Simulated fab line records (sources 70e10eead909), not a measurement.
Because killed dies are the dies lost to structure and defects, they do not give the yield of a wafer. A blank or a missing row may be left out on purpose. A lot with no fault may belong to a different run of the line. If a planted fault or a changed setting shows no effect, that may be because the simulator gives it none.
Which tool did it?    flow nandHarc    72 wafers from 24 lots sampled at 6 of the route's 1302 steps

## WHAT THE GAUGES READ, wafer by wafer
NHARC_P_M2_THK_MEAS_24: measures by xrf. Usual: thkNm reads 143.9 nm (standard deviation 1.5).
lot   measured      on            thkNm (nm)         flag
L074  day 6 10:47   filmMetro-01  142.8 142.9 140.9  
L075  day 7 00:12   filmMetro-01  143.0 145.0 146.7  
L076  day 7 03:06   filmMetro-02  144.0 142.5 144.8  
L077  day 7 22:10   filmMetro-02  145.4 144.7 140.8  
L078  day 8 01:25   filmMetro-01  142.5 144.4 146.6  
L079  day 8 12:21   filmMetro-02  142.8 143.6 144.9  
L080  day 9 00:21   filmMetro-02  143.4 141.7 141.5  
L081  day 9 06:53   filmMetro-02  143.3 143.4 144.6  
L082  day 10 00:55  filmMetro-02  142.9 143.8 144.2  
L083  day 10 06:20  filmMetro-01  145.2 145.0 144.3  
L084  day 10 14:29  filmMetro-02  144.1 144.5 144.6  
L085  day 11 03:05  filmMetro-01  144.7 144.0 143.2  
L086  day 11 13:46  filmMetro-01  142.3 143.1 143.5  
L087  day 11 23:02  filmMetro-02  146.5 146.6 144.1  
L088  day 12 19:44  filmMetro-01  142.8 143.4 141.9  
L089  day 12 22:37  filmMetro-01  142.2 142.6 143.7  
L090  day 13 05:28  filmMetro-02  144.8 146.5 146.7  
L091  day 13 14:15  filmMetro-01  143.9 144.0 144.3  
L092  day 14 02:31  filmMetro-01  143.9 145.9 144.2  
L093  day 14 16:31  filmMetro-02  146.5 143.2 145.4  
L094  day 15 02:58  filmMetro-02  144.3 145.3 145.6  
L095  day 16 02:08  filmMetro-01  143.7 142.9 144.6  
L096  day 16 10:38  filmMetro-01  141.5 143.5 141.7  
L097  day 16 11:56  filmMetro-01  144.4 146.3 144.2  

## TOOL THAT RAN EACH LOT (tool first, then ch and the chambers of the sampled wafers, then the start)
lot   NHARC_P_ZERO_WELL_RTA_42         NHARC_P_GATE_DEP_103             NHARC_P_GATE_HM_OPEN_105                      NHARC_P_M1_DEP_33                NHARC_P_M2_ANNEAL_31
L074  rtpAnneal-02 ch 0, day 2 03:02   pecvd-03 ch 0,2, day 4 23:15     rieDiel-02 ch 0,1,2, day 6 07:01 or earlier   pecvd-04 ch 0,1,2, day 6 07:01   rtpAnneal-02 ch 0, day 6 10:07
L075  rtpAnneal-01 ch 0, day 2 13:37   pecvd-04 ch 0,1, day 5 12:21     rieDiel-02 ch 1,2,3, day 6 20:27 or earlier   pecvd-04 ch 0,1, day 6 20:27     rtpAnneal-02 ch 0, day 6 23:38
L076  rtpAnneal-02 ch 0, day 2 23:01   pecvd-03 ch 1,2, day 5 15:22     rieDiel-07 ch 0,1,2, day 6 23:20 or earlier   pecvd-02 ch 1,2, day 6 23:20     rtpAnneal-01 ch 0, day 7 02:26
L077  rtpAnneal-01 ch 0, day 3 09:07   pecvd-02 ch 0,1,2, day 6 07:50   rieDiel-07 ch 0,1,2, day 7 18:01 or earlier   pecvd-01 ch 0,1, day 7 18:01     rtpAnneal-02 ch 0, day 7 21:37
L078  rtpAnneal-02 ch 0, day 3 18:53   pecvd-03 ch 1,2, day 6 13:46     rieDiel-01 ch 0,2, day 7 21:34 or earlier     pecvd-04 ch 1,2, day 7 21:34     rtpAnneal-01 ch 0, day 8 00:46
L079  rtpAnneal-01 ch 0, day 4 05:01   pecvd-02 ch 0,1,2, day 7 00:23   rieDiel-07 ch 0,2, day 8 08:29 or earlier     pecvd-04 ch 0,2, day 8 08:29     rtpAnneal-01 ch 0, day 8 11:44
L080  rtpAnneal-01 ch 0, day 4 14:38   pecvd-03 ch 1,2, day 7 10:37     rieDiel-07 ch 0,2,3, day 8 20:34 or earlier   pecvd-01 ch 1,2, day 8 20:34     rtpAnneal-01 ch 0, day 8 23:41
L081  rtpAnneal-01 ch 0, day 5 01:04   pecvd-03 ch 0,1, day 7 18:29     rieDiel-01 ch 1,2,3, day 9 03:05 or earlier   pecvd-04 ch 0,2, day 9 03:05     rtpAnneal-02 ch 0, day 9 06:19
L082  rtpAnneal-01 ch 0, day 5 10:58   pecvd-02 ch 0,1, day 8 07:05     rieDiel-07 ch 0,3, day 9 21:10 or earlier     pecvd-04 ch 0,2, day 9 21:10     rtpAnneal-01 ch 0, day 10 00:22
L083  rtpAnneal-02 ch 0, day 5 21:19   pecvd-04 ch 0,1,2, day 8 18:35   rieDiel-01 ch 1,2,3, day 10 02:32 or earlier  pecvd-02 ch 1,2, day 10 02:32    rtpAnneal-02 ch 0, day 10 05:43
L084  rtpAnneal-02 ch 0, day 6 07:07   pecvd-04 ch 0,2, day 9 02:14     rieDiel-01 ch 1,2, day 10 10:26 or earlier    pecvd-01 ch 0,2, day 10 10:26    rtpAnneal-01 ch 0, day 10 13:56
L085  rtpAnneal-02 ch 0, day 6 17:42   pecvd-03 ch 0,2, day 9 15:31     rieDiel-02 ch 0,1, day 10 23:11 or earlier    pecvd-04 ch 0,1,2, day 10 23:11  rtpAnneal-02 ch 0, day 11 02:25
L086  rtpAnneal-02 ch 0, day 7 03:27   pecvd-03 ch 0,1,2, day 10 01:42  rieDiel-01 ch 0,1,3, day 11 10:08 or earlier  pecvd-02 ch 0,1,2, day 11 10:08  rtpAnneal-01 ch 0, day 11 13:16
L087  rtpAnneal-02 ch 0, day 7 12:54   pecvd-04 ch 1,2, day 10 11:04    rieDiel-02 ch 0,1,3, day 11 19:07 or earlier  pecvd-04 ch 0,1, day 11 19:07    rtpAnneal-01 ch 0, day 11 22:23
L088  rtpAnneal-01 ch 0, day 7 22:46   pecvd-04 ch 0,1,2, day 11 01:35  rieDiel-07 ch 0,1,3, day 12 15:50 or earlier  pecvd-02 ch 0,1,2, day 12 15:50  rtpAnneal-02 ch 0, day 12 19:05
L089  rtpAnneal-01 ch 0, day 8 09:07   pecvd-03 ch 0,1,2, day 11 10:35  rieDiel-01 ch 1,2,3, day 12 18:50 or earlier  pecvd-04 ch 0,1,2, day 12 18:50  rtpAnneal-02 ch 0, day 12 22:03
L090  rtpAnneal-01 ch 0, day 8 18:59   pecvd-04 ch 1,2, day 11 17:45    rieDiel-01 ch 0,3, day 13 01:37 or earlier    pecvd-01 ch 1,2, day 13 01:37    rtpAnneal-01 ch 0, day 13 04:55
L091  rtpAnneal-01 ch 0, day 9 04:53   pecvd-03 ch 0,2, day 12 02:25    rieDiel-07 ch 0,2,3, day 13 10:16 or earlier  pecvd-01 ch 0,1, day 13 10:16    rtpAnneal-02 ch 0, day 13 13:35
L092  rtpAnneal-01 ch 0, day 9 15:22   pecvd-03 ch 0,1,2, day 12 14:29  rieDiel-07 ch 0,1,2, day 13 22:44 or earlier  pecvd-02 ch 1,2, day 13 22:44    rtpAnneal-01 ch 0, day 14 01:58
L093  rtpAnneal-02 ch 0, day 10 01:04  pecvd-04 ch 0,2, day 13 04:20    rieDiel-02 ch 0,3, day 14 12:12 or earlier    pecvd-04 ch 0,2, day 14 12:12    rtpAnneal-02 ch 0, day 14 15:58
L094  rtpAnneal-01 ch 0, day 10 10:51  pecvd-02 ch 0,1, day 13 14:49    rieDiel-07 ch 0,1,2, day 14 22:53 or earlier  pecvd-02 ch 0,2, day 14 22:53    rtpAnneal-02 ch 0, day 15 02:18
L095  rtpAnneal-02 ch 0, day 10 21:08  pecvd-02 ch 0,1,2, day 14 01:58  rieDiel-02 ch 0,2,3, day 15 22:28 or earlier  pecvd-01 ch 0,1,2, day 15 22:28  rtpAnneal-02 ch 0, day 16 01:37
L096  rtpAnneal-02 ch 0, day 11 06:59  pecvd-03 ch 0,1,2, day 14 06:02  rieDiel-07 ch 2,3, day 16 06:54 or earlier    pecvd-04 ch 0,1,2, day 16 06:54  rtpAnneal-02 ch 0, day 16 10:02
L097  rtpAnneal-02 ch 0, day 11 16:59  pecvd-03 ch 0,1, day 14 13:42    rieDiel-01 ch 0,3, day 16 08:11 or earlier    pecvd-01 ch 0,2, day 16 08:11    rtpAnneal-01 ch 0, day 16 11:23
- NHARC_P_ZERO_WELL_RTA_42: time 300 s.
- NHARC_P_GATE_DEP_103: deposits SiON, target thk 30 nm.
- NHARC_P_GATE_HM_OPEN_105: chemistry O2/COS, target depth 360 nm.
- NHARC_P_M1_DEP_33: deposits SiCN, target thk 30 nm.
- NHARC_P_M2_ANNEAL_31: time 90 s.

## AS READ BY THE TOOLS THEMSELVES (means over the sampled wafers that have a number; for cases with no such wafer, the mark the record gives instead)
NHARC_P_ZERO_WELL_RTA_42. Usual: lampPowerPct 37.3 %, standard deviation 1.8; lamp_zone_1_pct 37.3 %, standard deviation 1.8; lamp_zone_2_pct 37.3 %, standard deviation 1.8; wafer_temp_C_max 1104.2, standard deviation 1.5.
lot   tool          lampPowerPct (%)  lamp_zone_1_pct (%)  lamp_zone_2_pct (%)  wafer_temp_C_max  flag
L074  rtpAnneal-02  35.4              35.4                 35.4                 1102.8            
L075  rtpAnneal-01  39.1              39.1                 39.1                 1106.4            
L076  rtpAnneal-02  35.5              35.5                 35.5                 1103.1            
L077  rtpAnneal-01  39.1              39.1                 39.1                 1105.9            
L078  rtpAnneal-02  35.6              35.5                 35.5                 1103.1            
L079  rtpAnneal-01  39.0              39.0                 39.0                 1105.1            
L080  rtpAnneal-01  39.1              39.1                 39.1                 1104.2            
L081  rtpAnneal-01  39.1              39.1                 39.1                 1106.4            
L082  rtpAnneal-01  39.0              39.0                 39.1                 1106.5            
L083  rtpAnneal-02  35.5              35.5                 35.5                 1103.2            
L084  rtpAnneal-02  35.5              35.5                 35.5                 1102.8            
L085  rtpAnneal-02  35.5              35.5                 35.5                 1103.9            
L086  rtpAnneal-02  35.5              35.5                 35.5                 1103.3            
L087  rtpAnneal-02  35.5              35.5                 35.4                 1103.0            
L088  rtpAnneal-01  39.1              39.0                 39.1                 1106.3            
L089  rtpAnneal-01  39.1              39.1                 39.1                 1104.3            
L090  rtpAnneal-01  39.1              39.1                 39.1                 1106.1            
L091  rtpAnneal-01  39.0              39.0                 39.1                 1104.3            
L092  rtpAnneal-01  39.1              39.1                 39.1                 1105.3            
L093  rtpAnneal-02  35.6              35.5                 35.5                 1103.8            
L094  rtpAnneal-01  39.1              39.1                 39.1                 1105.4            
L095  rtpAnneal-02  35.5              35.5                 35.5                 1102.9            
L096  rtpAnneal-02  35.5              35.5                 35.5                 1103.2            
L097  rtpAnneal-02  35.5              35.5                 35.5                 1102.2            

NHARC_P_GATE_DEP_103. Usual: heaterPowerOuterW 419 W, standard deviation 73; heaterPowerW 703 W, standard deviation 87.
lot   tool      heaterPowerOuterW (W)  heaterPowerW (W)  flag
L074  pecvd-03  410                    676               
L075  pecvd-04  483                    805               
L076  pecvd-03  463                    750               
L077  pecvd-02  409                    695               
L078  pecvd-03  397                    663               
L079  pecvd-02  455                    739               
L080  pecvd-03  467                    755               
L081  pecvd-03  300                    603               
L082  pecvd-02  443                    724               
L083  pecvd-04  455                    745               
L084  pecvd-04  450                    726               
L085  pecvd-03  446                    703               
L086  pecvd-03  360                    627               
L087  pecvd-04  445                    747               
L088  pecvd-04  436                    724               
L089  pecvd-03  408                    682               
L090  pecvd-04  419                    719               
L091  pecvd-03  390                    645               
L092  pecvd-03  398                    683               
L093  pecvd-04  443                    733               
L094  pecvd-02  496                    833               
L095  pecvd-02  446                    729               
L096  pecvd-03  410                    693               
L097  pecvd-03  363                    669               

NHARC_P_GATE_HM_OPEN_105. Usual: drypumpMotorCurrentA 5.8 A, standard deviation 0.39; oesProductAu 1.003 a.u., standard deviation 0.0093; rfVppV 466.2 V, standard deviation 2.6; showerheadPlenumPTorr 3.08 Torr, standard deviation 0.11; throttleValvePct 28.330 %, standard deviation 0.0095.
lot   tool        drypumpMotorCurrentA (A)  oesProductAu (a.u.)  rfVppV (V)  showerheadPlenumPTorr (Torr)  throttleValvePct (%)  flag
L074  rieDiel-02  5.9                       0.995                463.7       2.98                          28.326                
L075  rieDiel-02  6.0                       1.003                463.4       2.97                          28.327                
L076  rieDiel-07  5.6                       1.002                467.8       3.19                          28.333                
L077  rieDiel-07  5.6                       0.993                468.0       3.19                          28.330                
L078  rieDiel-01  5.5                       1.004                468.0       3.14                          28.334                
L079  rieDiel-07  5.7                       0.991                470.3       3.25                          28.330                
L080  rieDiel-07  5.8                       1.004                469.1       3.18                          28.326                
L081  rieDiel-01  5.4                       1.008                466.8       3.07                          28.329                
L082  rieDiel-07  6.0                       1.007                467.6       3.11                          28.324                
L083  rieDiel-01  5.5                       1.006                466.7       3.07                          28.326                
L084  rieDiel-01  5.3                       1.012                467.0       3.10                          28.322                
L085  rieDiel-02  5.7                       0.997                463.9       3.00                          28.327                
L086  rieDiel-01  5.6                       1.003                465.9       3.07                          28.340                
L087  rieDiel-02  5.8                       0.999                464.4       2.99                          28.333                
L088  rieDiel-07  5.7                       0.998                467.9       3.11                          28.330                
L089  rieDiel-01  5.4                       1.013                466.5       3.07                          28.331                
L090  rieDiel-01  5.8                       1.001                466.6       3.07                          28.325                
L091  rieDiel-07  5.8                       1.002                468.9       3.18                          28.329                
L092  rieDiel-07  5.6                       1.001                468.1       3.18                          28.338                
L093  rieDiel-02  5.9                       0.992                464.1       3.01                          28.335                
L094  rieDiel-07  5.6                       1.001                469.5       3.18                          28.327                
L095  rieDiel-02  5.9                       0.997                465.3       3.00                          28.331                
L096  rieDiel-07  6.1                       1.004                467.1       3.14                          28.330                
L097  rieDiel-01  5.9                       1.012                465.9       3.09                          28.339                

NHARC_P_M1_DEP_33. Usual: heaterPowerOuterW 334 W, standard deviation 51; heaterPowerW 573 W, standard deviation 69.
lot   tool      heaterPowerOuterW (W)  heaterPowerW (W)  flag
L074  pecvd-04  296                    532               
L075  pecvd-04  360                    632               
L076  pecvd-02  300                    511               
L077  pecvd-01  389                    606               
L078  pecvd-04  334                    568               
L079  pecvd-04  301                    523               
L080  pecvd-01  304                    526               
L081  pecvd-04  286                    505               
L082  pecvd-04  319                    553               
L083  pecvd-02  327                    552               
L084  pecvd-01  305                    519               
L085  pecvd-04  302                    540               
L086  pecvd-02  319                    567               
L087  pecvd-04  322                    578               
L088  pecvd-02  351                    610               
L089  pecvd-04  337                    579               
L090  pecvd-01  279                    502               
L091  pecvd-01  381                    597               
L092  pecvd-02  297                    522               
L093  pecvd-04  320                    539               
L094  pecvd-02  355                    608               
L095  pecvd-01  342                    569               
L096  pecvd-04  345                    589               
L097  pecvd-01  406                    622               

NHARC_P_M2_ANNEAL_31. Usual: wafer_temp_C_max reads 225.9 (standard deviation 0.35).
lot   tool          wafer_temp_C_max  flag
L074  rtpAnneal-02  225.9             
L075  rtpAnneal-02  225.8             
L076  rtpAnneal-01  226.4             
L077  rtpAnneal-02  225.6             
L078  rtpAnneal-01  226.3             
L079  rtpAnneal-01  226.1             
L080  rtpAnneal-01  226.3             
L081  rtpAnneal-02  225.7             
L082  rtpAnneal-01  226.0             
L083  rtpAnneal-02  225.9             
L084  rtpAnneal-01  226.0             
L085  rtpAnneal-02  225.4             
L086  rtpAnneal-01  226.2             
L087  rtpAnneal-01  226.5             
L088  rtpAnneal-02  225.8             
L089  rtpAnneal-02  225.7             
L090  rtpAnneal-01  226.1             
L091  rtpAnneal-02  225.5             
L092  rtpAnneal-01  226.1             
L093  rtpAnneal-02  225.8             
L094  rtpAnneal-02  225.6             
L095  rtpAnneal-02  225.8             
L096  rtpAnneal-02  225.6             
L097  rtpAnneal-01  225.8             

## THE ANSWER, worked out from the rows above alone
Rule: lot off if the mean of its wafers having a number is beyond 3 standard deviations from the usual mean. Also off: a lot with no number at a reading for which 4 or more lots have one. Where the step has rows for the other lots, those lots are counted as sound. Order of review: gauges by route order, followed by the tools' own readings, for which a lot's mean as printed above is used. The first step at which some lot is off is used, and at that step the reading that is off furthest; a lot without a number counts as furthest.
Across all readings shown, no lot is off: no conclusion can be drawn from this.

## WHAT HAD BEEN PUT IN BY THE SIMULATOR
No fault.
